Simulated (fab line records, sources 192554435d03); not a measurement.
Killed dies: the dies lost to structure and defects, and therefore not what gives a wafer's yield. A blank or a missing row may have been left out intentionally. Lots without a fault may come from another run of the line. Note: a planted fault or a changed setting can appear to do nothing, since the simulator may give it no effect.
Code-filled problem report in 8D (eight disciplines) form | flow n5-finfet | the parts of the form that need people (team, actions taken, sign-off) are left out

## 1. WHAT IS WRONG
At N5_MOL_CONTACT_COAG_ETCH_91, rf-fwd-power-W averages 1036.7 W over 6 wafers from 2 lots, while fault-free wafers read 834.1 W, standard deviation 2.7. That is +75 standard deviations from the usual mean.
The step: etches SOC in N2/H2, target depth 60 nm, overetch 21 nm, time 101.2 s.
Seen first at day 9 03:34 on rie-diel-03, wafer L840.1. Wafers with a number at this step in the record: 30, from 10 lots. Rule for "out" (also "out of limits"): further than 4 standard deviations from the usual mean. The other wafers with a number count as sound.

## 2. WHAT IT IS AND WHAT IT IS NOT
question                    | is                       | is not
which readings at this step | rf-fwd-power-W, rf-vpp-V | drypump-motor-current-A, h2-flow-sccm, oes-product-au, showerhead-plenum-p-Torr, throttle-valve-pct
which lots                  | L840, L845               | L827, L828, L831, L832, L839, L847, L848, L849
which wafers of those lots  | all that have a number   | -
read on which tools         | rie-diel-03              | rie-diel-04, rie-diel-05
when                        | from day 9 03:34         | up to then (15 sound wafers); but 9 sound wafers of L847, L848, L849 came after

## 3. THE SUSPECTS, EACH WITH WHAT RULES IT OUT
Counting: a tool stays on the suspect list if, at a process step up to the reading, it processed all lots that are out and no sound lot following the first of them.
- cmp-02 at N5_MOL_CONTACT_COAG_CMP_28 (polishes, stops on SiNx, t overpolish 0.85 s, target thk 14.522 nm): ruled out as a lasting fault. Sound lots L849 ran on it after its first lot that is out, L840 (day 9 01:44).
- rie-diel-03 at N5_MOL_CONTACT_COAG_ETCH_91 (etches SOC in N2/H2, target depth 60 nm, overetch 21 nm, time 101.2 s): kept. All lots that are out passed through it, beginning with L840 at day 9 03:34, and no sound lot followed; its final sound lot before that point was L839 at day 8 09:54. Its own rf-fwd-power-W, rf-vpp-V readings are out on those wafers.
The count leaves rie-diel-03 at N5_MOL_CONTACT_COAG_ETCH_91.

## 4. THE CAUSE (what the simulator had put in)
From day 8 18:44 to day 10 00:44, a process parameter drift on rie-diel-03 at N5_MOL_CONTACT_COAG_ETCH_91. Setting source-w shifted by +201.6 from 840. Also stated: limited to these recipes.
This tool alone remained once counting was done.

## 5. THE EFFECT CHAIN, in route order
Each row: a reading where the mean over the struck wafers with a number is more than 3 standard deviations away from the usual. Only readings whose record carries a usual standard deviation are examined. hours: median over the lots of the time between each lot's start at the first step of this table that gives one and its start at this step. sigmas: the change, counted in usual standard deviations.
hours | step                        | reading        | usual   | on struck wafers | change | sigmas
0     | N5_MOL_CONTACT_COAG_ETCH_91 | rf-fwd-power-W | 834.1 W | 1036.7           | +202.6 | +75
0     | N5_MOL_CONTACT_COAG_ETCH_91 | rf-vpp-V       | 523.6 V | 486.2            | -37.4  | -17
The process steps in it:
- N5_MOL_CONTACT_COAG_ETCH_91: etches SOC in N2/H2, target depth 60 nm, overetch 21 nm, time 101.2 s.

## 6. HOW IT WOULD HAVE BEEN CAUGHT EARLIER
First out-of-limits reading in this record: day 9 03:34, which is 9 hours after fault onset at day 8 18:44.
